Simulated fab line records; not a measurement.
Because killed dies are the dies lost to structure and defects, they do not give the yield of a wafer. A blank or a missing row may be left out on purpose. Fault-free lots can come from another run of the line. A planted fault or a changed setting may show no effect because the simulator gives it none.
Split-lot experiment ; flow n5_finfet ; route with 1938 steps; 7 lots, 21 wafers read

THE SPLIT ITSELF
At N5_GATE_CUT_COAT_07 (resist thk 30 nm), the setting spin_rpm was moved away from the recipe's 1500 rpm on 8 of the 21 wafers read, by -10.5% to +7.9%. The other wafers ran this setting at the recipe's value.

FROM THE SPLIT TO THE READING: what the file shows between them, 2 steps
- N5_GATE_CUT_EBR_09
- N5_GATE_CUT_SOFTBAKE_08: time 60 s

THE READING
CAR-EUV_of_GATE_CUT_COAT_07.thk_nm (the simulator's own value, which no gauge read), in nm, at N5_GATE_CUT_DESCUM_18 (chemistry O2, time 7 s). The file gives no usual value for it. The 13 wafers here that ran the recipe average 26.1 nm, standard deviation 0.1 nm.

wafer;tool, chamber at the split;spin_rpm as run, rpm;against the recipe;CAR-EUV_of_GATE_CUT_COAT_07.thk_nm, nm;against lot-mates on the recipe
L076.3;litho_track-05, 0;1500;recipe;26.2;-
L076.4;litho_track-05, 0;1500;recipe;26.2;-
L076.5;litho_track-05, 0;1500;recipe;26;-
L078.2;litho_track-05, 0;1343;-10.5%;27.6;+1.6
L078.3;litho_track-05, 0;1343;-10.5%;27.8;+1.8
L078.4;litho_track-05, 0;1500;recipe;26;-
L080.2;litho_track-03, 0;1500;recipe;26.2;-
L080.3;litho_track-03, 0;1500;recipe;26;-
L080.4;litho_track-03, 0;1500;recipe;26;-
L083.2;litho_track-05, 0;1609;+7.3%;25;-1.2
L083.3;litho_track-05, 0;1609;+7.3%;25.2;-1.0
L083.6;litho_track-05, 0;1500;recipe;26.2;-
L084.1;litho_track-03, 0;1500;recipe;26;-
L084.2;litho_track-03, 0;1618;+7.9%;24.8;-1.2
L084.3;litho_track-03, 0;1618;+7.9%;25;-1.0
L087.1;litho_track-05, 0;1405;-6.3%;27.2;+1.0
L087.4;litho_track-05, 0;1405;-6.3%;27.2;+1.0
L087.2;litho_track-05, 0;1500;recipe;26.2;-
L090.1;litho_track-03, 0;1500;recipe;26;-
L090.2;litho_track-03, 0;1500;recipe;26.2;-
L090.3;litho_track-03, 0;1500;recipe;26.2;-

FIT RESULTS
A straight line over all 21 wafers: CAR-EUV_of_GATE_CUT_COAT_07.thk_nm changes by -0.153 nm for each +1% of spin_rpm; r = -0.99; the points scatter about the line by 0.11 nm.
The same after taking each lot's own level away (the mean of its wafers on the recipe; 21 wafers): -0.154 nm for each +1%; r = -0.99; scatter 0.095 nm.
Per that fit: largest spin_rpm move, reading shift of 1.6 nm.
Across the lots, their own levels run from 26.00 to 26.20 nm, a range of 2.0 times the standard deviation given above.
So the lot-to-lot level changes the slope little: the two slopes agree.
Check: with one of the wafers moved furthest among these (-10.5%) left out of the fit, the line predicts +1.65 nm for it against its lot-mates. It came out at +1.6 nm against them.

OTHER SPLITS APPLIED TO THESE WAFERS
These wafers also went through other splits before the reading. Each is held against what the fit with the lots' levels taken away leaves over:
other split on the same wafers;wafers away from the commonest value;r with CAR-EUV_of_GATE_CUT_COAT_07.thk_nm (lot level and that fit taken away)
N5_HKMG_FIN_ETCH_32 bias_w;9;+0.07
N5_GATE_CUT_COAT_34 spin_rpm;8;-0.02

THE WHOLE CHAIN: every reading that the file lists as answering this split, in the file's order
step;what it does;reading;change (the file's fit);r (the file's)
N5_GATE_CUT_COAT_07;resist thk 30 nm;CAR-EUV_of_GATE_CUT_COAT_07.thk_nm (the simulator's own value, which no gauge read);-0.158 nm for each +1% of the setting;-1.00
N5_GATE_CUT_DESCUM_18;chemistry O2, time 7 s;CAR-EUV_of_GATE_CUT_COAT_07.thk_nm (the simulator's own value, which no gauge read);-0.154 nm for each +1% of the setting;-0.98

FILE'S OWN FIT
CAR-EUV_of_GATE_CUT_COAT_07.thk_nm changes by -0.154 nm for each +1% of spin_rpm, r = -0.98.
